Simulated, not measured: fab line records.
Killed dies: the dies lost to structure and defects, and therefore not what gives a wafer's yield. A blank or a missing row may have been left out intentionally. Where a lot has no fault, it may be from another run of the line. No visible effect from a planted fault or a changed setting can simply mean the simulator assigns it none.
A sampling plan put to the test	flow nand_harc	one line in one fab, 32 faults in these records, each fault weighed on the records of the lots it struck
What counts as the plan is the set of the line's own looks, namely the steps on the route at which a gauge or an inspection reads a wafer and does not change it. A look can be judged if struck wafers have a number there and the file gives its usual mean and standard deviation on fault-free wafers. Caught: at a look after the fault's first step, the mean of the struck wafers lies 4 or more of those standard deviations (sigma) from the usual mean. On the tool: here the same test is run on the tool's own readings at the fault's steps. It also counts as caught if the struck wafers ran another recipe or if their record alone is blank.

== THE FAULTS, as the simulator had put them in ==
1. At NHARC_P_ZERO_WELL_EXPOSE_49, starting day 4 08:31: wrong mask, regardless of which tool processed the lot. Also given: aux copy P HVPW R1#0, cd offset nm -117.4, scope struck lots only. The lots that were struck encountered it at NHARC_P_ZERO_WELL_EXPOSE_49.
2. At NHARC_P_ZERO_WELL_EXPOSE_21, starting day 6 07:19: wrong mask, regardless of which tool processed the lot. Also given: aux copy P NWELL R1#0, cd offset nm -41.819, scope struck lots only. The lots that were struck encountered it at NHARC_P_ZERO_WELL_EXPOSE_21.
3. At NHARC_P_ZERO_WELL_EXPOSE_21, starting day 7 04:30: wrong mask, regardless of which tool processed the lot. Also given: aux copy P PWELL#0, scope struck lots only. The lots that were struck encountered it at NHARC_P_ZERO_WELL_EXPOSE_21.
4. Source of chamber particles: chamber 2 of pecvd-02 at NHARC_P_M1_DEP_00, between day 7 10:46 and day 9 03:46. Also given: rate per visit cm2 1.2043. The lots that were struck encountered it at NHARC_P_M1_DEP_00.
5. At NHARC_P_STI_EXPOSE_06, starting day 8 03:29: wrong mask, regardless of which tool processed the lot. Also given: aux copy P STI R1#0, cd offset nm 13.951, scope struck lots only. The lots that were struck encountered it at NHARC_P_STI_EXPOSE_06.
6. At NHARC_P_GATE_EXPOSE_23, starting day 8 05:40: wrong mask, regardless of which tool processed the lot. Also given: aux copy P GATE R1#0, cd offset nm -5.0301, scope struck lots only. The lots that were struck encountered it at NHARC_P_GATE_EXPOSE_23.
7. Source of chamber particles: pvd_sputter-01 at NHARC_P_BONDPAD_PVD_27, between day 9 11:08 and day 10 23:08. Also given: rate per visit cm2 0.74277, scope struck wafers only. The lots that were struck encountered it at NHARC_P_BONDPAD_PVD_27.
8. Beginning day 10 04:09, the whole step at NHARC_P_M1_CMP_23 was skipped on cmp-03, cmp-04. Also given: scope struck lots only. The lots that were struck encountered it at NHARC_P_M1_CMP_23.
9. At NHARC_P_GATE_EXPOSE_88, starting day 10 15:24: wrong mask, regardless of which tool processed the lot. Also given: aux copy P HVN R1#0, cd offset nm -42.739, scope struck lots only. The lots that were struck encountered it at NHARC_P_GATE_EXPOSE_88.
10. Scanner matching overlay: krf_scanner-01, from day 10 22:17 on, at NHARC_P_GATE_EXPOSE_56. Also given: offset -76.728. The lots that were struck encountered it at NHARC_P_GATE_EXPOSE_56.
11. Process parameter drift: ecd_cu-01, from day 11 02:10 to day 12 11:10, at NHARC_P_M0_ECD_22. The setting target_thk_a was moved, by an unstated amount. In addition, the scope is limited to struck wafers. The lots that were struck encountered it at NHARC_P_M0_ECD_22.
12. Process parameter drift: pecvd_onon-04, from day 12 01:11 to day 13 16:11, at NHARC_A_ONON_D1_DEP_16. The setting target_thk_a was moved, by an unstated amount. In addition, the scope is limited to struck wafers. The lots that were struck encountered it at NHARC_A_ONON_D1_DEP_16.
13. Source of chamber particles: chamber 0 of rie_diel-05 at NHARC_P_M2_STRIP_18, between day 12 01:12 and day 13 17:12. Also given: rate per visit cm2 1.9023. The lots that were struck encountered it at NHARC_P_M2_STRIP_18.
14. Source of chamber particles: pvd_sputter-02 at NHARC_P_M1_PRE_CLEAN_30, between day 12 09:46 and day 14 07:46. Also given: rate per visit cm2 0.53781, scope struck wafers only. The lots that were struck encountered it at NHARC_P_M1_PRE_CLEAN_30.
15. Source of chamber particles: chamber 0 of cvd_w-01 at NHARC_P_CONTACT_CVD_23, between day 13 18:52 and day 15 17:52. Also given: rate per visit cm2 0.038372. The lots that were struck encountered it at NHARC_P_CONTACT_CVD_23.
16. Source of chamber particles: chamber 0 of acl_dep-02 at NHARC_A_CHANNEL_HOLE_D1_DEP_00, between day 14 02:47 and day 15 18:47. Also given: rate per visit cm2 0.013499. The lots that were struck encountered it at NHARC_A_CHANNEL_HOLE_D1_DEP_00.
17. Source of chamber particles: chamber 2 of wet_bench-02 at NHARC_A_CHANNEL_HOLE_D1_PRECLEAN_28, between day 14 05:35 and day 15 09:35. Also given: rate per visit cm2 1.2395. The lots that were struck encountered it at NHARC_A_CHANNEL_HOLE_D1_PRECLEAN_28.
18. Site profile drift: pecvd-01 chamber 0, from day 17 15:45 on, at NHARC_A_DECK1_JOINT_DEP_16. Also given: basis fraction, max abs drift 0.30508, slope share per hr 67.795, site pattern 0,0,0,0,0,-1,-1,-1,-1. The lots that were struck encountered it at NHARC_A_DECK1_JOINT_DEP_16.
19. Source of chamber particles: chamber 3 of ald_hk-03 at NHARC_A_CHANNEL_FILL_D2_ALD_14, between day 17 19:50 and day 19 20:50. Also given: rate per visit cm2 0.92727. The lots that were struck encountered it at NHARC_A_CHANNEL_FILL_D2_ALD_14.
20. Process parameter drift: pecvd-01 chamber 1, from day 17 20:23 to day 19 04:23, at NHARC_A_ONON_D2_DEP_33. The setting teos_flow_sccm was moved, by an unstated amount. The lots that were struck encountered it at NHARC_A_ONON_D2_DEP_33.
21. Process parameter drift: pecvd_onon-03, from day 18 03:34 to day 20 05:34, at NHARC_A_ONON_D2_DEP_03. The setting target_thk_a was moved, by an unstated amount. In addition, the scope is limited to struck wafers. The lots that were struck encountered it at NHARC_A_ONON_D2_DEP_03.
22. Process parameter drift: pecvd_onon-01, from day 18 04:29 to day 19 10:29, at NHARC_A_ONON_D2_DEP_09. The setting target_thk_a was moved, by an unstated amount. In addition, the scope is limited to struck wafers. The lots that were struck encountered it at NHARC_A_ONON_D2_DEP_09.
23. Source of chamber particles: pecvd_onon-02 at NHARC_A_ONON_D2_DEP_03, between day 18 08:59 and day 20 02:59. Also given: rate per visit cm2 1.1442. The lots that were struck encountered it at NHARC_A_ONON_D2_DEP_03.
24. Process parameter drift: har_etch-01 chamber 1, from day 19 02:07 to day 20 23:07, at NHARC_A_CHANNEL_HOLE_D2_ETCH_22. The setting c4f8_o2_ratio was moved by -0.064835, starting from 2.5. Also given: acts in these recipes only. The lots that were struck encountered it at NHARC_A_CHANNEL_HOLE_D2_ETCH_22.
25. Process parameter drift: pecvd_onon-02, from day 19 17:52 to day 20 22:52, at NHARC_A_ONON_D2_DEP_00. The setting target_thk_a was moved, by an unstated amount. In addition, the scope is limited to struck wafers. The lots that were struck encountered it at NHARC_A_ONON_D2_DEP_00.
26. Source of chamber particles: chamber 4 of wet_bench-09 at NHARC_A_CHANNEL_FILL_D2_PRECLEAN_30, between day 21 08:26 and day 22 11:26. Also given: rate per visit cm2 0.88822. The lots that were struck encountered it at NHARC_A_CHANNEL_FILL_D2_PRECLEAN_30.
27. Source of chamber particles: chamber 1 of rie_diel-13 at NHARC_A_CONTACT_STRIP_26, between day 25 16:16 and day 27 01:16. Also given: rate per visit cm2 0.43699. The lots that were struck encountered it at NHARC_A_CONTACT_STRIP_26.
28. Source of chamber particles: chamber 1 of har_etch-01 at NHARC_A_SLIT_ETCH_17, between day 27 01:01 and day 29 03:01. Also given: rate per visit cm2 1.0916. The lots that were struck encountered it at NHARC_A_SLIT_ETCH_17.
29. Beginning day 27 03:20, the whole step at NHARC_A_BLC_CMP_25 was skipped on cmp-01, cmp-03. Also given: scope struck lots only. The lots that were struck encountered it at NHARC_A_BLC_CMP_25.
30. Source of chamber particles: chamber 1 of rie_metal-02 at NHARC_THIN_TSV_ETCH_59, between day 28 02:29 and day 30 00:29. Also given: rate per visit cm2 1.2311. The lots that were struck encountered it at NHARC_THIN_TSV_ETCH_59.
31. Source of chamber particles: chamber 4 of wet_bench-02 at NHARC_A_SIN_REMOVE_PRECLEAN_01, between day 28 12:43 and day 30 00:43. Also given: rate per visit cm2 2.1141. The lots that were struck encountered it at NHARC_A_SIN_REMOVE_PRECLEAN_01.
32. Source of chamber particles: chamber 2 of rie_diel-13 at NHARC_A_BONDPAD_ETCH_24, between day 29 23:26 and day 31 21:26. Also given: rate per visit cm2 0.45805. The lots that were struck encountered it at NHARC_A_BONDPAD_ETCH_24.

== WHAT THE PLAN SAW ==
fault	on the tool itself	first look that catches it	reading, sigma	median hours from its first step to that look	hours from the fault's start to the first struck lot there	judged looks passed uncaught
1	no reading that can be judged	NHARC_P_ZERO_WELL_CD_MEAS_52	cd_nm -54	0.2	5	0
2	under 2 sigma	NHARC_P_ZERO_WELL_CD_MEAS_24	cd_nm -29	0.2	5	0
3	no reading that can be judged	no look after it can be judged	-	-	-	0
4	under 2 sigma	NHARC_P_M1_INSPECT_11	raw_defect_count +99 or beyond	0.9	3	2
5	no reading that can be judged	NHARC_P_STI_CD_MEAS_09	cd_nm +6.9	0.1	1	0
6	under 2 sigma	NHARC_P_GATE_CD_MEAS_26	cd_nm -8.3	0.1	7	0
7	under 2 sigma	NHARC_END_SORT_01	killed_at_periphery +20	432.6	448	0
8	the tool's record is blank for the struck wafers	NHARC_P_M1_THK_MEAS_24	thk_nm +99 or beyond	0.3	6	0
9	under 2 sigma	NHARC_P_GATE_CD_MEAS_91	cd_nm -20	0.2	6	0
10	no reading that can be judged	not the one look that can be judged after it	-	-	-	1
11	no reading that can be judged	no look after it can be judged	-	-	-	0
12	no reading that can be judged	NHARC_A_ONON_D1_THK_MEAS_18	thk_nm -12	0.5	13	0
13	under 2 sigma	NHARC_END_SORT_01	killed_at_periphery +14	442.2	450	3
14	under 2 sigma	NHARC_END_SORT_01	killed_at_periphery +20	457.3	480	0
15	only faintly: heater_power_w -2.2 sigma	NHARC_END_SORT_01	killed_at_periphery +6.2	448.9	469	0
16	under 2 sigma	none of the 3 looks that can be judged after it	strongest: raw_defect_count at NHARC_A_CHANNEL_HOLE_D1_INSPECT_12, +3.4	-	-	3
17	under 2 sigma	NHARC_A_CHANNEL_HOLE_D1_INSPECT_40	raw_defect_count +28	0.3	20	0
18	under 2 sigma	NHARC_A_DECK1_JOINT_THK_MEAS_17	thk_nm -5.7	0.3	10	0
19	under 2 sigma	not the one look that can be judged after it	strongest: killed_dies at NHARC_END_SORT_01, +2.5	-	-	1
20	under 2 sigma	NHARC_A_ONON_D2_THK_MEAS_34	thk_nm -7.9	0.4	19	0
21	no reading that can be judged	NHARC_A_ONON_D2_THK_MEAS_05	thk_nm +54	0.5	21	0
22	under 2 sigma	NHARC_A_ONON_D2_THK_MEAS_11	thk_nm -4.2	0.5	1	0
23	under 2 sigma	NHARC_END_SORT_01	killed_at_array +4.0	292.0	296	1
24	under 2 sigma	no look after it can be judged	-	-	-	0
25	no reading that can be judged	NHARC_A_ONON_D2_THK_MEAS_02	thk_nm -34	0.5	7	0
26	no reading that can be judged	NHARC_END_SORT_01	killed_dies +4.3	244.7	254	0
27	under 2 sigma	none of the 2 looks that can be judged after it	strongest: killed_at_array at NHARC_END_SORT_01, +3.5	-	-	2
28	under 2 sigma	NHARC_A_SIN_REMOVE_INSPECT_04	raw_defect_count +7.7	10.6	29	0
29	the tool's record is blank for the struck wafers	NHARC_A_BLC_INSPECT_28	raw_defect_count +47	0.3	2	0
30	under 2 sigma	NHARC_THIN_TSV_INSPECT_40	raw_defect_count +7.3	4.4	15	0
31	under 2 sigma	NHARC_A_SIN_REMOVE_INSPECT_04	raw_defect_count +16	0.2	21	0
32	under 2 sigma	NHARC_END_SORT_01	sort_bin_2_pct +4.7	34.0	48	1
A dash: the fault is not caught, or the number is missing from these records.

Caught at a look: 25 of 32. Caught on the tool: 2 of 32. By one or the other: 25 of 32.
Caught at a look alone: faults 1, 2, 4, 5, 6, 7, 9, 12, 13, 14, 15, 17, 18, 20, 21, 22, 23, 25, 26, 28, 30, 31, 32.
Caught by neither: faults 3, 10, 11, 16, 19, 24, 27.

== THINNER SAMPLING ==
In the worst case, this is how late the first struck lot would be measured if the look that catches a fault measured only every second or every third lot, by lot number:
fault	struck lots at that look, in order of time	every lot	every second lot	every third lot
1	L299	5 h	may miss it	may miss it
2	L631	5 h	may miss it	may miss it
4	L857, L859	3 h	may miss all 2	may miss all 2
5	L557	1 h	may miss it	may miss it
6	L127	7 h	may miss it	may miss it
7	L970	448 h	may miss it	may miss it
8	L227, L228, L229	6 h	15 h	22 h
9	L226	6 h	may miss it	may miss it
12	L515, L516	13 h	20 h	may miss all 2
13	L998	450 h	may miss it	may miss it
14	L411, L412	480 h	490 h	may miss all 2
15	L789, L791	469 h	may miss all 2	may miss all 2
17	L586, L588	20 h	may miss all 2	may miss all 2
18	L242, L245	10 h	21 h	may miss all 2
20	L663, L666	19 h	30 h	may miss all 2
21	L543, L545	21 h	may miss all 2	may miss all 2
22	L424, L426	1 h	may miss all 2	may miss all 2
23	L727	296 h	may miss it	may miss it
25	L728, L730	7 h	may miss all 2	may miss all 2
26	L168	254 h	may miss it	may miss it
28	L928, L932	29 h	may miss all 2	may miss all 2
29	L824, L825, L826	2 h	13 h	33 h
30	L320	15 h	may miss it	may miss it
31	L626	21 h	may miss it	may miss it
32	L347, L348	48 h	58 h	may miss all 2
The hour figures run from when the fault began to the first measured lot among those it struck. The test against the limit of 4 sigma pooled every struck wafer, which means one lot taken alone may stay below that limit. Other struck lots may not be in these records.

== THE LONGEST TIMED WAY FROM STEP TO LOOK ==
Fault 14: median gap of 457.3 hours between NHARC_P_M1_PRE_CLEAN_30 and NHARC_END_SORT_01. No look between them can be judged.
